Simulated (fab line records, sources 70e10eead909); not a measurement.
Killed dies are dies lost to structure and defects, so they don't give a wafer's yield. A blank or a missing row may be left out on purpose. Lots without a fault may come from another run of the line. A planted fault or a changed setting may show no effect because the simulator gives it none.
Which tool did it? | flow nand_harc | 12 lots, 36 wafers sampled, at 5 steps of a route of 1159

WHAT THE GAUGES READ, wafer by wafer
NHARC_END_SORT_01. Usual: killed_at_array 27, standard deviation 11; killed_at_other 0.6, standard deviation 0.89; killed_at_periphery 3.0, standard deviation 2.4; killed_dies 31, standard deviation 12; killed_open 3.2, standard deviation 1.6; killed_short 2.0, standard deviation 1.5.
lot  | measured     | on        | killed_at_array | killed_at_other | killed_at_periphery | killed_dies | killed_open | killed_short | flag
L456 | day 22 03:23 | prober-02 | 43              | 0               | 3                   | 46          | 2           | 2            |

WHICH TOOL RAN EACH LOT (tool, then ch and the chambers of the sampled wafers, then the start)
lot  | NHARC_A_CONTACT_STRIP_26                      | NHARC_A_CONTACT_ALD_18              | NHARC_A_BLC_STRIP_29               | NHARC_A_BLC_CMP_25
L443 | rie_diel-02 ch 0,1,3, day 17 05:38 or earlier | ald_metal-02 ch 0,1,2, day 17 05:38 | rie_diel-07 ch 0,2,3, day 17 16:58 | cmp-01 ch 0,1,2, day 17 22:43
L444 | rie_diel-05 ch 0,1,3, day 17 08:21 or earlier | ald_metal-04 ch 0,1,3, day 17 08:21 | rie_diel-11 ch 0,3, day 17 17:49   | cmp-02 ch 0,2, day 17 22:55
L449 | rie_diel-02 ch 0,2,3, day 18 12:29 or earlier | ald_metal-04 ch 0,1, day 18 12:29   | rie_diel-11 ch 0,2, day 18 15:36   | cmp-01 ch 0,2,3, day 18 17:08
L452 | rie_diel-02 ch 1,2,3, day 19 05:05 or earlier | ald_metal-01 ch 1,3, day 19 05:05   | rie_diel-07 ch 2,3, day 19 15:52   | cmp-01 ch 0,1,2, day 19 17:31
L453 | rie_diel-13 ch 1,3, day 19 13:49 or earlier   | ald_metal-01 ch 0,2,3, day 19 13:49 | rie_diel-11 ch 0,1, day 19 17:52   | cmp-01 ch 0,2, day 19 19:22
L456 | rie_diel-05 ch 1,2,3, day 19 19:16 or earlier | ald_metal-02 ch 0,1, day 19 19:16   | rie_diel-07 ch 0,1,2, day 19 22:40 | cmp-01 ch 0,2,3, day 20 06:29
L461 | rie_diel-05 ch 1,3, day 21 01:35 or earlier   | ald_metal-02 ch 0,2, day 21 01:35   | rie_diel-07 ch 0,1,2, day 21 04:41 | cmp-02 ch 0,1,3, day 21 13:34
L460 | rie_diel-02 ch 0,2,3, day 21 06:26 or earlier | ald_metal-04 ch 0,1,3, day 21 06:26 | rie_diel-07 ch 1,2, day 21 16:24   | cmp-03 ch 0,3, day 21 22:05
L462 | rie_diel-05 ch 0,2,3, day 21 17:38 or earlier | ald_metal-02 ch 1,3, day 21 17:38   | rie_diel-07 ch 0,2,3, day 22 00:53 | cmp-02 ch 0,3, day 22 07:02
L464 | rie_diel-02 ch 2,3, day 22 14:21 or earlier   | ald_metal-04 ch 2,3, day 22 14:21   | rie_diel-07 ch 0,1,3, day 22 17:40 | cmp-03 ch 0,1, day 22 19:26
L465 | rie_diel-13 ch 0,3, day 22 19:27 or earlier   | ald_metal-04 ch 2,3, day 22 19:27   | rie_diel-07 ch 0,2, day 23 01:04   | cmp-01 ch 1,2,3, day 23 07:23
L463 | rie_diel-02 ch 0,2,3, day 22 22:38 or earlier | ald_metal-01 ch 0,3, day 22 22:38   | rie_diel-07 ch 2,3, day 23 06:16   | cmp-03 ch 0,3, day 23 11:25
- NHARC_A_CONTACT_STRIP_26: strips in O2.
- NHARC_A_CONTACT_ALD_18: deposits TiN, target thk 3 nm, pulse time 1 s, ald cycles 150.
- NHARC_A_BLC_STRIP_29: strips in CF4.
- NHARC_A_BLC_CMP_25: polishes, t overpolish 30 s, target thk 150 nm.

WHAT THE TOOLS THEMSELVES READ (means of the sampled wafers that have a number; where no wafer has one, the mark that the record gives instead)
NHARC_A_CONTACT_STRIP_26. Usual: chamber_pressure_mTorr 60.01 mTorr, standard deviation 0.059; drypump_motor_current_A 5.8 A, standard deviation 0.43; oes_product_au 1.002 a.u., standard deviation 0.012; rf_vpp_V 57.7 V, standard deviation 1; showerhead_plenum_p_Torr 3.46 Torr, standard deviation 0.14; throttle_valve_pct 17.036 %, standard deviation 0.0089.
lot  | tool        | chamber_pressure_mTorr (mTorr) | drypump_motor_current_A (A) | oes_product_au (a.u.) | rf_vpp_V (V) | showerhead_plenum_p_Torr (Torr) | throttle_valve_pct (%) | flag
L443 | rie_diel-02 | 60.04                          | 6.1                         | 1.009                 | 57.9         | 3.47                            | 17.033                 |
L444 | rie_diel-05 | 60.05                          | 5.6                         | 0.992                 | 57.0         | 3.43                            | 17.030                 |
L449 | rie_diel-02 | 59.97                          | 5.9                         | 1.005                 | 58.0         | 3.51                            | 17.038                 |
L452 | rie_diel-02 | 60.03                          | 5.8                         | 1.010                 | 58.3         | 3.58                            | 17.045                 |
L453 | rie_diel-13 | 60.01                          | 5.7                         | 1.001                 | 58.7         | 3.54                            | 17.034                 |
L456 | rie_diel-05 | 60.08                          | 5.8                         | 0.994                 | 57.8         | 3.44                            | 17.033                 |
L461 | rie_diel-05 | 60.00                          | 5.4                         | 0.990                 | 56.7         | 3.42                            | 17.028                 |
L460 | rie_diel-02 | 60.02                          | 5.9                         | 1.021                 | 57.9         | 3.50                            | 17.038                 |
L462 | rie_diel-05 | 60.01                          | 6.0                         | 0.995                 | 58.1         | 3.43                            | 17.027                 |
L464 | rie_diel-02 | 60.00                          | 5.6                         | 1.014                 | 58.0         | 3.61                            | 17.032                 |
L465 | rie_diel-13 | 60.00                          | 5.3                         | 0.998                 | 57.5         | 3.40                            | 17.039                 |
L463 | rie_diel-02 | 60.01                          | 5.9                         | 1.017                 | 57.6         | 3.67                            | 17.043                 |

NHARC_A_CONTACT_ALD_18. Usual: heater_power_outer_w 702 W, standard deviation 72; heater_power_w 1111 W, standard deviation 100; precursor_pulse_height_rel 1.002, standard deviation 0.022; susceptor_temp_C 449.98 C, standard deviation 0.24.
lot  | tool         | heater_power_outer_w (W) | heater_power_w (W) | precursor_pulse_height_rel | susceptor_temp_C (C) | flag
L443 | ald_metal-02 | 775                      | 1234               | 1.030                      | 449.96               |
L444 | ald_metal-04 | 683                      | 1079               | 1.008                      | 450.18               |
L449 | ald_metal-04 | 631                      | 1021               | 0.971                      | 449.97               |
L452 | ald_metal-01 | 674                      | 1107               | 1.000                      | 450.02               |
L453 | ald_metal-01 | 680                      | 1079               | 1.005                      | 449.82               |
L456 | ald_metal-02 | 748                      | 1182               | 1.013                      | 450.16               |
L461 | ald_metal-02 | 729                      | 1177               | 0.990                      | 449.94               |
L460 | ald_metal-04 | 635                      | 1013               | 1.012                      | 450.14               |
L462 | ald_metal-02 | 723                      | 1097               | 1.006                      | 450.07               |
L464 | ald_metal-04 | 729                      | 1121               | 1.017                      | 450.04               |
L465 | ald_metal-04 | 768                      | 1185               | 1.006                      | 449.70               |
L463 | ald_metal-01 | 703                      | 1152               | 1.013                      | 449.74               |

NHARC_A_BLC_STRIP_29. Usual: cf4_flow_sccm 149.9 sccm, standard deviation 0.42; drypump_motor_current_A 5.6 A, standard deviation 0.51; oes_product_au 1.000 a.u., standard deviation 0.011; rf_vpp_V 59.4 V, standard deviation 0.89; showerhead_plenum_p_Torr 1.76 Torr, standard deviation 0.06; throttle_valve_pct 13.282 %, standard deviation 0.0094.
lot  | tool        | cf4_flow_sccm (sccm) | drypump_motor_current_A (A) | oes_product_au (a.u.) | rf_vpp_V (V) | showerhead_plenum_p_Torr (Torr) | throttle_valve_pct (%) | flag
L443 | rie_diel-07 | 150.1                | 5.6                         | 1.005                 | 59.0         | 1.78                            | 13.276                 |
L444 | rie_diel-11 | 149.8                | 6.3                         | 0.985                 | 59.0         | 1.71                            | 13.292                 |
L449 | rie_diel-11 | 150.2                | 6.1                         | 0.991                 | 59.4         | 1.77                            | 13.277                 |
L452 | rie_diel-07 | -                    | -                           | -                     | -            | -                               | -                      | OFF
L453 | rie_diel-11 | -                    | -                           | -                     | -            | -                               | -                      | OFF
L456 | rie_diel-07 | -                    | -                           | -                     | -            | -                               | -                      | OFF
L461 | rie_diel-07 | 149.8                | 5.5                         | 0.996                 | 58.9         | 1.75                            | 13.284                 |
L460 | rie_diel-07 | 149.4                | 5.1                         | 1.014                 | 58.7         | 1.69                            | 13.288                 |
L462 | rie_diel-07 | 150.2                | 5.7                         | 0.999                 | 59.3         | 1.78                            | 13.291                 |
L464 | rie_diel-07 | 149.9                | 5.5                         | 0.999                 | 59.2         | 1.77                            | 13.280                 |
L465 | rie_diel-07 | 150.0                | 6.0                         | 1.002                 | 59.3         | 1.80                            | 13.283                 |
L463 | rie_diel-07 | 150.0                | 5.3                         | 0.991                 | 59.4         | 1.74                            | 13.290                 |

NHARC_A_BLC_CMP_25. Usual: motor_current_A 11.7 A, standard deviation 0.95; overpolish_run_s 30.001 s, standard deviation 0.0092; time_to_endpoint_s 29.1 s, standard deviation 2.1.
lot  | tool   | motor_current_A (A) | overpolish_run_s (s) | time_to_endpoint_s (s) | flag
L443 | cmp-01 | 12.3                | 29.989               | 28.7                   |
L444 | cmp-02 | 12.2                | 30.003               | 27.9                   |
L449 | cmp-01 | 11.5                | 30.009               | 27.0                   |
L452 | cmp-01 | 11.6                | 29.997               | 30.2                   |
L453 | cmp-01 | 11.4                | 30.003               | 30.7                   |
L456 | cmp-01 | 11.8                | 30.009               | 26.8                   |
L461 | cmp-02 | 11.9                | 30.002               | 28.4                   |
L460 | cmp-03 | 11.6                | 30.012               | 31.3                   |
L462 | cmp-02 | 11.8                | 30.002               | 27.1                   |
L464 | cmp-03 | 10.6                | 29.997               | 29.4                   |
L465 | cmp-01 | 11.9                | 30.000               | 29.1                   |
L463 | cmp-03 | 11.4                | 29.996               | 29.4                   |

THE ANSWER, worked out from the rows above alone
Rule: a lot is off if the mean of its wafers that have a number lies more than 3 standard deviations from the usual mean. A lot without any number at a reading at which 4 lots or more have one is off too. The other lots that the step has rows for count as sound. The gauges are gone through in route order, then the tools' own readings, and for those a lot's mean is taken as printed above. The first step at which some lot is off is used, and at that step the reading that is off furthest; a lot without a number counts as furthest.
Off: L452, L453, L456, at NHARC_A_BLC_STRIP_29 (cf4_flow_sccm). Without a number there: L452, L453, L456.
A tool fits if, at that step or a process step before it, it ran every lot that is off, and no sound lot after the first of them. NHARC_A_CONTACT_STRIP_26 gives no start for some lots, so the hours and the order of its lots are those of NHARC_A_CONTACT_ALD_18. None of those tried fits.

WHAT THE SIMULATOR HAD PUT IN
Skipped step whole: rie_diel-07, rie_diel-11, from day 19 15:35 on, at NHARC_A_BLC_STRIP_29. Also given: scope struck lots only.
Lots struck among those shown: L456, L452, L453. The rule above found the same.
